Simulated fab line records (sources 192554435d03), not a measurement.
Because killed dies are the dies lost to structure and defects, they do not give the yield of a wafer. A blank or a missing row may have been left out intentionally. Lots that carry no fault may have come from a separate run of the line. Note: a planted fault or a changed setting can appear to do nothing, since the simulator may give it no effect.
Problem report in the 8D (eight disciplines) form, filled by code :: flow n5_finfet :: the parts of the form that need people (team, actions taken, sign-off) are left out

## 1. PROBLEM STATEMENT
trench_depth_nm at N5_BEOL_M7_OCD_MEAS_38 reads a mean of 75.7 nm on 3 wafers of 3 lots; wafers without a fault read 91.0 nm with a standard deviation of 1.8. That is -8.5 standard deviations from the usual mean.
Seen first at day 11 08:20 on ocd-01, wafer L181.4. The record holds 21 wafers of 8 lots with a number at this step. Rule for "out" (also "out of limits"): further than 4 standard deviations from the usual mean. Any other wafer with a number is counted as sound.

## 2. WHAT IT IS, AND WHAT IT ISN'T
question: which readings at this step
is: trench_depth_nm
is not: -

question: which lots
is: L181, L182, L187
is not: L173, L176, L192, L193, L194

question: which wafers of those lots
is: L181.4, L182.4, L187.4
is not: L181.5, L182.1, L182.5, L187.1, L187.5

question: read on which gauges
is: ocd-01, ocd-02
is not: -

question: when
is: from day 11 08:20
is not: up to then (7 sound wafers); but 11 sound wafers of L182, L187, L192, L193, L194 came after

## 3. THE SUSPECTS, EACH WITH WHAT RULES IT OUT
Counting: if a tool at a process step up to the reading ran every lot that is out, it stays a suspect. Sound lots after the first of them don't rule it out here, since some wafers of a struck lot are sound.
- ruled out: the gauge at N5_BEOL_M7_OCD_MEAS_38. The wafers that are out were read on 2 gauges (ocd-01, ocd-02).
- rie_diel-02 at N5_BEOL_M7_STRIP_36 (strips in N2/H2): kept. Ran every lot that is out, first one L181 (day 11 08:08); last sound lot up to then L176 (day 10 06:28).
- rie_diel-02 at N5_BEOL_M7_TRENCH_ETCH_37 (etches SiCOH lowk in C4F6/O2, target depth 93.478 nm, time 31.2 s): kept. Ran every lot that is out, first one L181 (day 11 08:10); last sound lot up to then L176 (day 10 06:30).
Remaining after the count are rie_diel-02 at N5_BEOL_M7_STRIP_36 and rie_diel-02 at N5_BEOL_M7_TRENCH_ETCH_37.

## 4. THE CAUSE (what the simulator had put in)
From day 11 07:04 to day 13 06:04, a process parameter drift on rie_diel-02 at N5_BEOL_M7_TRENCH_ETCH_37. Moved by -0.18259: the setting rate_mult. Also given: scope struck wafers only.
This tool is one of the 2 suspects left after counting.

## 5. THE EFFECT CHAIN, in route order
Rows list readings where the struck wafers' mean (over those with a number) sits beyond 3 standard deviations from the usual. Only readings whose record carries a usual standard deviation are examined. hours: median over the lots of the time between each lot's start at the first step of this table that gives one and its start at this step. sigmas: the change, counted in usual standard deviations.
hours: 0
step: N5_BEOL_M7_OCD_MEAS_38
reading: trench_depth_nm
usual: 91.0 nm
on struck wafers: 75.7
change: -15.3
sigmas: -8.5

hours: 3
step: N5_BEOL_M7_THK_MEAS_53
reading: M7_THK
usual: 77.1 nm
on struck wafers: 60.6
change: -16.5
sigmas: -7.5

hours: 3
step: N5_BEOL_M7_RS_MEAS_57
reading: M7_RS
usual: 0.299 ohm/sq
on struck wafers: 0.401
change: +0.102
sigmas: +10

hours: 58
step: N5_BEOL_M15_RC_MEAS_101
reading: SERP_M7
usual: 14.2 ohm/um
on struck wafers: 18.9
change: +4.7
sigmas: +7.1

hours: 58
step: N5_BEOL_M15_RC_MEAS_101
reading: SERP_M7_max_site
usual: 14.8 ohm/um
on struck wafers: 19.6
change: +4.8
sigmas: +7.0

## 6. HOW IT WOULD HAVE BEEN CAUGHT EARLIER
In this record the first reading out of limits at a measuring or inspecting step was taken at day 11 08:20, 1 hour after the fault began at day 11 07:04.
An alarm limit of 4 standard deviations would not have fired on the tool readings at N5_BEOL_M7_TRENCH_ETCH_37 for which the record gives a usual standard deviation, since none of them was out on any struck wafer.
Lots out: 3; of these, L182, L187 started N5_BEOL_M7_TRENCH_ETCH_37 on rie_diel-02 after day 11 08:20. A hold on the tool at that time would have spared those 2.
